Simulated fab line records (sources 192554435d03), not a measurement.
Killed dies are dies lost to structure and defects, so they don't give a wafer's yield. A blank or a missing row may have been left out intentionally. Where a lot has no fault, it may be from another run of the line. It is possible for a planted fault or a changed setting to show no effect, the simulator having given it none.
Matching of chambers	flow n5_finfet	4 sister chambers for N5_BEOL_M2_STRIP_36 on rie_diel-04
The step strips in N2/H2. 22 wafers are shown with their chamber, then 11 later ones without.

## WAFERS, EACH WITH ITS CHAMBER
wafer	chamber	drypump_motor_current_A (A)	throttle_valve_pct (%)	showerhead_plenum_p_Torr (Torr)
L075.2	0	6.1	23.2	2.59
L075.4	2	5.9	23.8	2.51
L075.5	1	6.2	23.8	2.63
L076.3	1	6.2	23.8	2.63
L076.4	1	6.2	23.8	2.63
L076.5	0	6.1	23.2	2.59
L079.1	0	6.1	23.3	2.59
L079.2	1	6.2	23.8	2.62
L079.3	3	5.5	22.9	2.58
L080.1	3	5.5	22.9	2.58
L080.2	2	5.9	23.8	2.50
L080.4	1	6.3	23.8	2.62
L082.3	2	5.9	23.8	2.50
L082.5	2	5.9	23.8	2.50
L082.6	1	6.3	23.8	2.62
L083.1	1	6.2	23.8	2.62
L083.3	2	5.9	23.8	2.50
L083.5	2	5.9	23.8	2.50
L086.2	1	6.3	23.9	2.62
L086.3	0	6.1	23.3	2.58
L086.5	0	6.1	23.3	2.58
L090.4	0	6.1	23.3	2.58

SIGNATURES (averages over the wafers above)
reading	chamber 0	chamber 1	chamber 2	chamber 3	scatter within a chamber
drypump_motor_current_A	6.100	6.237	5.900	5.500	0.0323
throttle_valve_pct	23.267	23.812	23.800	22.900	0.035
showerhead_plenum_p_Torr	2.5850	2.6238	2.5017	2.5800	0.00484
Rule: distance of a wafer from a chamber = root of the sum over the readings of ((wafer's reading minus chamber's mean) / reading's scatter) squared. The wafer belongs to the nearest chamber; if the next one is less than 2 further off, it can't be placed. The scatter: take each reading less its chamber's mean, square it, sum over the shown wafers, divide by the number of wafers less the number of chambers, and take the root.

## WAFERS MISSING THEIR CHAMBER
wafer	drypump_motor_current_A (A)	throttle_valve_pct (%)	showerhead_plenum_p_Torr (Torr)
L090.5	5.5	23.0	2.57
L090.6	5.9	23.8	2.49
L091.2	6.0	23.8	2.49
L091.4	5.5	23.0	2.57
L091.6	5.9	23.8	2.49
L096.1	6.3	23.8	2.61
L096.2	5.5	23.0	2.57
L096.4	6.0	23.8	2.49
L097.1	6.2	23.9	2.61
L097.2	6.0	23.8	2.49
L097.4	5.5	23.0	2.56

## THE CHAMBER EACH PASSED THROUGH
wafer	from the rows above	in truth
L090.5	3	3
L090.6	2	2
L091.2	2	2
L091.4	3	3
L091.6	2	2
L096.1	1	1
L096.2	3	3
L096.4	2	2
L097.1	1	1
L097.2	2	2
L097.4	3	3
Correct placement for 11 of the 11. Can't be placed from these rows: 0. 0 placed wrongly.
